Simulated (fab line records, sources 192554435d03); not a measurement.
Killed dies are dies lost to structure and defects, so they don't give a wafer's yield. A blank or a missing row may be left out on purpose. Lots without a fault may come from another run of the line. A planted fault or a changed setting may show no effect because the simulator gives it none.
Chamber matching | flow n5_finfet | N5_BEOL_M2_CO_CAP_55 on cvd_co-02: 3 sister chambers
The step material Co, precursor CCTBA/H2, target thk 2 nm, time 102.1 s. 33 wafers are shown with their chamber, then 12 later ones without.

WAFERS WITH THEIR CHAMBER
wafer  | chamber | heater_power_w (W)
L076.1 | 0       | 241
L076.2 | 2       | 247
L076.4 | 2       | 237
L077.2 | 2       | 243
L077.5 | 0       | 245
L077.6 | 2       | 243
L080.3 | 2       | 245
L080.5 | 0       | 240
L080.6 | 2       | 241
L084.2 | 1       | 222
L084.3 | 0       | 238
L084.6 | 1       | 215
L083.2 | 0       | 245
L083.5 | 2       | 242
L083.6 | 1       | 222
L086.1 | 2       | 251
L086.2 | 1       | 214
L086.3 | 0       | 246
L087.1 | 2       | 245
L087.3 | 1       | 225
L087.5 | 2       | 252
L088.2 | 2       | 246
L088.3 | 1       | 219
L088.5 | 1       | 214
L090.3 | 1       | 220
L090.5 | 0       | 238
L090.6 | 1       | 217
L091.2 | 0       | 243
L091.4 | 0       | 240
L091.5 | 2       | 245
L092.2 | 1       | 219
L092.3 | 0       | 235
L092.5 | 1       | 218

SIGNATURES (means of the wafers above)
reading        | chamber 0 | chamber 1 | chamber 2 | scatter within a chamber
heater_power_w | 241.10    | 218.64    | 244.75    | 3.78
Rule: a wafer's distance from a chamber is the root of the sum, over the readings, of the square of ((its reading less the chamber's mean) divided by the reading's scatter). The wafer belongs to the nearest chamber; if the next one is less than 2 further off, it can't be placed. The scatter: the root of (the sum of the squares of (reading less its chamber's mean) over the shown wafers, divided by (wafers less chambers)).

WAFERS WITHOUT THEIR CHAMBER
wafer  | heater_power_w (W)
L095.3 | 237
L095.4 | 216
L095.5 | 249
L094.2 | 237
L094.3 | 247
L094.5 | 221
L097.1 | 243
L097.2 | 218
L097.3 | 253
L096.3 | 217
L096.4 | 251
L096.5 | 222

WHICH CHAMBER EACH WENT THROUGH
wafer  | from the rows above     | in truth
L095.3 | can't be placed: 0 or 2 | 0
L095.4 | 1                       | 1
L095.5 | can't be placed: 2 or 0 | 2
L094.2 | can't be placed: 0 or 2 | 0
L094.3 | can't be placed: 2 or 0 | 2
L094.5 | 1                       | 1
L097.1 | can't be placed: 2 or 0 | 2
L097.2 | 1                       | 1
L097.3 | can't be placed: 2 or 0 | 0
L096.3 | 1                       | 1
L096.4 | can't be placed: 2 or 0 | 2
L096.5 | 1                       | 1
Placed correctly: 5 of 12. Can't be placed from these rows: 7 (the true chamber is among the candidates in 7). Placed wrongly: 0.
